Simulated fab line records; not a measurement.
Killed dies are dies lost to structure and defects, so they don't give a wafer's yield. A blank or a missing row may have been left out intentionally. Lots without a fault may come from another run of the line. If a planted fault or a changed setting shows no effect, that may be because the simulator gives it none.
Chamber matching -- flow nand-harc -- 3 sister chambers for NHARC_P_M0_PRE_CLEAN_31 on pecvd-03
The step time 12 s. 18 wafers are shown with their chamber, then 9 later ones without.

== EACH WAFER AND ITS CHAMBER ==
wafer,chamber,heater-power-w (W)
L692.2,1,651
L692.5,0,611
L692.6,1,655
L694.1,0,609
L694.2,2,548
L694.6,0,595
L696.2,0,585
L696.3,2,469
L696.6,0,598
L693.1,1,554
L693.2,0,609
L693.3,2,462
L702.1,2,514
L702.2,0,611
L702.6,1,669
L703.1,1,651
L703.3,0,601
L703.6,2,516

SIGNATURES (averages over the wafers above)
reading,chamber 0,chamber 1,chamber 2,scatter within a chamber
heater-power-w,602.38,636.00,501.80,31
Rule: for a wafer and a chamber, the distance is found by dividing, reading by reading, the gap between the wafer's reading and the chamber's mean by the reading's scatter, squaring, summing and taking the root. If the next closest chamber is less than 2 further off than the closest, the wafer can't be placed; otherwise it belongs to the closest. The scatter: take each reading less its chamber's mean, square it, sum over the shown wafers, divide by the number of wafers less the number of chambers, and take the root.

== WAFERS WITHOUT THEIR CHAMBER ==
wafer,heater-power-w (W)
L711.3,666
L711.5,491
L711.6,605
L714.1,642
L714.3,466
L714.5,475
L715.1,538
L715.3,603
L715.6,542

== EACH ONE'S CHAMBER ==
wafer,from the rows above,in truth
L711.3,can't be placed: 1 or 0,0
L711.5,2,2
L711.6,can't be placed: 0 or 1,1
L714.1,can't be placed: 1 or 0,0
L714.3,2,2
L714.5,2,2
L715.1,can't be placed: 2 or 0 or 1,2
L715.3,can't be placed: 0 or 1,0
L715.6,can't be placed: 2 or 0 or 1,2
Correct placement for 3 of the 9. From these rows, 6 cannot be placed; in 6 the true chamber is one of the candidates. Wrongly placed: 0.
